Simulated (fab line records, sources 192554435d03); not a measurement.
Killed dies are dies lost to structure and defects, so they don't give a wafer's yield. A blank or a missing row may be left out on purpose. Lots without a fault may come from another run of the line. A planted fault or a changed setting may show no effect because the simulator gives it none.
Which tool did it? | flow n5_finfet | 10 lots, 30 wafers sampled, at 5 steps of a route of 1938

WHAT THE GAUGES READ, wafer by wafer
N5_WELL_APT_OVL_MEAS_26.
lot  | measured    | on         | PWELL_OVL (nm)
L318 | day 1 14:44 | overlay-01 | 10 14 7
L324 | day 3 03:30 | overlay-01 | -1 0 1
L325 | day 3 09:05 | overlay-01 | -7 -2 -6
L328 | day 4 03:05 | overlay-02 | -6 -4 -8
L330 | day 4 14:54 | overlay-02 | -5 5 3
L333 | day 5 09:13 | overlay-01 | 11 4 -2
L334 | day 5 15:07 | overlay-01 | 0 5 11
L338 | day 6 15:13 | overlay-02 | 5 3 8
L339 | day 6 21:07 | overlay-01 | 4 6 12
L341 | day 7 09:29 | overlay-02 | 9 9 14

N5_PMOS_HMC_CHANNEL_EPI_OVL_MEAS_10.
lot  | measured    | on         | PMOS_HMC_BLK_OVL (nm)
L318 | day 1 16:55 | overlay-02 | 0.4 0.9 0.4
L324 | day 3 05:40 | overlay-01 | 1.2 0.4 -0.3
L325 | day 3 11:07 | overlay-02 | -0.5 -0.7 0.4
L328 | day 4 05:14 | overlay-01 | -0.9 0.4 -0.7
L330 | day 4 17:04 | overlay-01 | -1.5 -1.1 -1.2
L333 | day 5 11:17 | overlay-02 | -0.2 0.6 0.4
L334 | day 5 17:09 | overlay-02 | -1.2 -0.8 -0.8
L338 | day 6 17:41 | overlay-02 | -0.1 -0.5 -0.4
L339 | day 6 23:36 | overlay-02 | -0.3 -1.8 -1.5
L341 | day 7 11:40 | overlay-01 | -1.3 -0.5 -0.6

N5_BEOL_M4_RC_MEAS_101.
lot  | measured     | on        | DIBL_N (mV/V)  | DIBL_P (mV/V) | IOFF_N (nA/um) | IOFF_P (nA/um) | ION_N (uA/um) | ION_P (uA/um) | RS_NWELL (ohm/sq) | SS_N (mV/dec)  | SS_P (mV/dec)  | VT_N (mV)   | VT_P (mV)
L318 | day 10 20:59 | prober-02 | 35.1 39.1 37.9 | 34 39 37      | 0.13 0.20 0.18 | 0.21 0.28 0.25 | 659 675 673   | 461 466 465   | 1044 1030 1034    | 70.7 72.3 71.7 | 72.9 73.6 73.7 | 250 248 248 | -249 -246 -245
L324 | day 12 13:42 | prober-02 | 35.9 31.9 35.3 | 36 31 34      | 0.16 0.10 0.16 | 0.18 0.13 0.17 | 671 663 670   | 449 451 453   | 1025 1027 1037    | 71.5 69.7 70.8 | 74.0 72.0 72.7 | 248 252 246 | -250 -256 -255
L325 | day 13 23:03 | prober-02 | 37.8 42.2 36.9 | 38 44 37      | 0.18 0.31 0.17 | 0.23 0.34 0.22 | 684 692 694   | 470 471 468   | 1038 1042 1036    | 72.6 73.7 71.5 | 73.9 76.2 73.5 | 251 243 246 | -250 -247 -250
L328 | day 13 15:51 | prober-01 | 33.8 34.2 34.2 | 34 34 34      | 0.16 0.14 0.15 | 0.22 0.21 0.21 | 667 662 684   | 462 460 474   | 1036 1035 1041    | 71.5 71.5 71.1 | 73.0 72.4 73.1 | 248 250 248 | -248 -249 -249
L330 | day 13 09:17 | prober-02 | 34.9 35.4 34.2 | 35 33 33      | 0.13 0.13 0.11 | 0.20 0.17 0.15 | 682 662 648   | 472 458 444   | 959 957 946       | 71.0 71.3 70.2 | 73.2 72.0 72.0 | 253 251 257 | -250 -255 -256
L333 | day 15 08:42 | prober-01 | 35.5 37.7 33.9 | 36 38 34      | 0.15 0.20 0.13 | 0.18 0.22 0.16 | 672 686 667   | 457 463 457   | 951 959 951       | 72.1 71.2 70.4 | 72.9 74.2 72.4 | 249 244 248 | -253 -251 -255
L334 | day 14 17:44 | prober-01 | 31.4 37.2 36.4 | 30 36 35      | 0.09 0.19 0.16 | 0.13 0.20 0.19 | 645 672 668   | 446 462 458   | 961 948 946       | 69.8 71.5 71.4 | 72.4 73.5 73.7 | 255 247 250 | -258 -249 -254
L338 | day 15 22:50 | prober-02 | 37.6 39.2 36.5 | 38 41 37      | 0.17 0.21 0.15 | 0.20 0.28 0.20 | 673 674 675   | 458 466 462   | 1031 1034 1033    | 71.3 72.2 71.2 | 73.8 75.1 73.9 | 248 249 248 | -252 -249 -254
L339 | day 17 04:50 | prober-02 | 40.9 40.3 39.2 | 44 43 41      | 0.28 0.30 0.26 | 0.38 0.36 0.31 | 686 695 685   | 469 472 464   | 1035 1032 1031    | 73.0 72.4 72.8 | 75.4 74.8 75.0 | 241 239 243 | -241 -240 -243
L341 | day 17 10:15 | prober-01 | 37.5 40.1 37.4 | 39 42 38      | 0.20 0.24 0.19 | 0.25 0.29 0.24 | 683 679 681   | 463 461 466   | 1038 1039 1034    | 72.7 72.7 72.0 | 73.3 74.2 73.7 | 246 246 247 | -248 -248 -247

WHICH TOOL RAN EACH LOT (tool, then ch and the chambers of the sampled wafers, then the start)
lot  | N5_WELL_APT_IMPLANT_14         | N5_WELL_APT_DESCUM_30
L318 | implanter-02 ch 0, day 1 13:46 | rie_diel-01 ch 1,2,3, day 1 14:48
L324 | implanter-01 ch 0, day 3 02:26 | rie_diel-01 ch 2,3, day 3 03:33
L325 | implanter-02 ch 0, day 3 08:03 | rie_diel-03 ch 1,3, day 3 09:08
L328 | implanter-01 ch 0, day 4 01:59 | rie_diel-01 ch 0,1,3, day 4 03:08
L330 | implanter-02 ch 0, day 4 13:49 | rie_diel-04 ch 1,2,3, day 4 14:58
L333 | implanter-02 ch 0, day 5 08:07 | rie_diel-04 ch 0,1,2, day 5 09:16
L334 | implanter-02 ch 0, day 5 14:04 | rie_diel-03 ch 1,2,3, day 5 15:10
L338 | implanter-01 ch 0, day 6 14:10 | rie_diel-03 ch 0,1,2, day 6 15:17
L339 | implanter-01 ch 0, day 6 20:01 | rie_diel-01 ch 0,1,2, day 6 21:26
L341 | implanter-01 ch 0, day 7 08:13 | rie_diel-04 ch 0,2,3, day 7 09:34
- N5_WELL_APT_IMPLANT_14
- N5_WELL_APT_DESCUM_30: chemistry O2, time 7.9 s.

WHAT THE TOOLS THEMSELVES READ (means of the sampled wafers that have a number; where no wafer has one, the mark that the record gives instead)
N5_WELL_APT_IMPLANT_14.
lot  | tool         | dose_ions_cm2 | faraday_current_uA
L318 | implanter-02 | 1.4992e+13    | 192
L324 | implanter-01 | 1.5003e+13    | 188
L325 | implanter-02 | 1.4981e+13    | 194
L328 | implanter-01 | 1.4991e+13    | 190
L330 | implanter-02 | 1.7543e+13    | 226
L333 | implanter-02 | 1.7544e+13    | 224
L334 | implanter-02 | 1.7541e+13    | 223
L338 | implanter-01 | 1.5001e+13    | 190
L339 | implanter-01 | 1.4996e+13    | 189
L341 | implanter-01 | 1.5001e+13    | 194

N5_WELL_APT_DESCUM_30.
lot  | tool        | bias_power_w (W) | drypump_motor_current_A (A) | oes_product_au (a.u.) | rf_vpp_V (V) | showerhead_plenum_p_Torr (Torr) | throttle_valve_pct (%)
L318 | rie_diel-01 | 20.00            | 5.69                        | 0.82                  | 243.9        | 2.12                            | 20.36
L324 | rie_diel-01 | 20.01            | 5.71                        | 0.75                  | 242.9        | 2.08                            | 20.54
L325 | rie_diel-03 | 20.05            | 5.73                        | 0.82                  | 241.9        | 2.02                            | 20.45
L328 | rie_diel-01 | 20.02            | 5.72                        | 0.82                  | 243.4        | 2.09                            | 20.21
L330 | rie_diel-04 | 19.99            | 5.52                        | 0.72                  | 245.2        | 2.14                            | 20.65
L333 | rie_diel-04 | 20.00            | 5.72                        | 0.69                  | 243.0        | 2.11                            | 20.70
L334 | rie_diel-03 | 20.00            | 5.78                        | 0.79                  | 243.1        | 2.06                            | 20.36
L338 | rie_diel-03 | 20.02            | 5.76                        | 0.76                  | 243.7        | 2.10                            | 20.54
L339 | rie_diel-01 | 20.04            | 5.66                        | 0.82                  | 243.3        | 2.10                            | 20.43
L341 | rie_diel-04 | 19.99            | 5.49                        | 0.81                  | 243.9        | 2.14                            | 20.63

THE ANSWER, worked out from the rows above alone
Rule: what is usual is taken from the lots themselves. Put in order of their means at a reading, lots are off if they are a third of the lots or fewer, leave a main group of 4 or more, and stand apart from it by a gap of 3 or more times the standard deviation of the main group's means; of several such gaps the widest counts. A main group whose means are all the same, to the digits that the tables above print for the reading, isn't used. A lot without any number at a reading at which 4 lots or more have one is off too. The other lots that the step has rows for count as sound. The gauges are gone through in route order, then the tools' own readings, and for those a lot's mean is taken as printed above. The first step at which some lot is off is used, and at that step the reading that is off furthest; a lot without a number counts as furthest.
Off: L330, L333, L334, at N5_BEOL_M4_RC_MEAS_101 (RS_NWELL). The main group: mean 1035 ohm/sq, standard deviation 3.
A tool fits if, at a process step before that reading, it ran every lot that is off, and no sound lot after the first of them. The gauges at N5_BEOL_M4_RC_MEAS_101 aren't tried: what is off there is off at N5_WELL_APT_IMPLANT_14 too, on other tools, and a gauge's error can't cause that. One fits: implanter-02 at N5_WELL_APT_IMPLANT_14. Its last sound lot is L325 (day 3 08:03), its first lot that is off L330 (day 4 13:49): a fault that began between those two fits.
The tool's own readings at N5_WELL_APT_IMPLANT_14 bear it out: on the lots that are off they differ by more than 5 times the standard deviation of the sound lots' means. dose_ions_cm2 reads 1.7543e+13 there against 1.4995e+13 on the sound lots; faraday_current_uA reads 224 there against 191 on the sound lots.

WHAT THE SIMULATOR HAD PUT IN
Process parameter drift: implanter-02, from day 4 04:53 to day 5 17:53, at N5_WELL_APT_IMPLANT_14. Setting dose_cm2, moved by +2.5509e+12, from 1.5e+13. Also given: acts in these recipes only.
Lots struck among those shown: L330, L333, L334. The rule above found the same.
